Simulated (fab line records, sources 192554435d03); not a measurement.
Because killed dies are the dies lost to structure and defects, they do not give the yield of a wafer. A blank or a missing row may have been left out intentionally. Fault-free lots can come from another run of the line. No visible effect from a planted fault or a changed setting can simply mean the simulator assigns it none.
8D (eight disciplines) problem report, filled in by code ; flow n5Finfet ; the parts of the form that need people (team, actions taken, sign-off) are left out

## 1. THE ISSUE
spinSpeedRpm at N5_HKMG_FIN_COAT_85 reads a mean of 1552.2 rpm on 9 wafers of 3 lots; wafers without a fault read 1500.0 rpm with a standard deviation of 1.2. Relative to the usual mean, that is a shift of +44 standard deviations.
The step: time 60 s, resist thk 300 nm.
Earliest sighting: wafer L165.3 on lithoTrack-03 at day 6 23:58. The record holds 28 wafers of 10 lots with a number at this step. Rule for "out" (also "out of limits"): further than 4 standard deviations from the usual mean. The rest of the wafers with a number are treated as sound.

## 2. WHAT IT IS AND WHAT IT IS NOT
question;is;is not
which readings at this step;spinSpeedRpm;resistLineTempC
which lots;L165, L166, L168;L157, L158, L160, L173, L174, L175, L177
which wafers of those lots;all that have a number;-
read on which tools;lithoTrack-03;lithoTrack-04, lithoTrack-05
when;from day 6 23:58;"up to then (9 sound wafers); but 10 sound wafers of L173, L174, L175, L177 came after"

## 3. THE SUSPECTS, EACH WITH WHAT RULES IT OUT
Counting: a tool at a process step up to the reading stays a suspect if it ran every lot that is out and no sound lot after the first of them.
- lithoTrack-03 at N5_HKMG_FIN_COAT_85 (time 60 s, resist thk 300 nm): kept. It processed each lot that is out, first L165 at day 6 23:58, and no sound lot thereafter; up to then, the last sound lot it processed was L158 at day 5 03:05. Its own spinSpeedRpm readings are out on those wafers.
After counting, what remains is lithoTrack-03 at N5_HKMG_FIN_COAT_85.

## 4. THE CAUSE (what the simulator had put in)
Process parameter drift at N5_HKMG_FIN_COAT_85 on lithoTrack-03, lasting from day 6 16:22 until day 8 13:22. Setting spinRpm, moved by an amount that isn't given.
Counting left only this tool.

## 5. THE EFFECT CHAIN, in route order
One row per reading whose mean, taken over the struck wafers that have a number, lies over 3 standard deviations from the usual. Readings are gone through only where the record gives a usual standard deviation; hours: the median, over the lots, of the time from a lot's start at the first step in this table giving one to that lot's start at this step; sigmas: the change measured in usual standard deviations.
hours;step;reading;usual;on struck wafers;change;sigmas
0;N5_HKMG_FIN_COAT_85;spinSpeedRpm;1500.0 rpm;1552.2;+52.2;+44
Its process steps:
- N5_HKMG_FIN_COAT_85: time 60 s, resist thk 300 nm.
Later measuring or inspecting steps at which every struck wafer that the step has a row for has a number for every such reading, and none has moved that far: N5_BEOL_M4_RC_MEAS_101.

## 6. HOW IT WOULD HAVE BEEN CAUGHT EARLIER
The fault began at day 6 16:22; the first out-of-limits reading in this record came at day 6 23:58, 8 hours later.
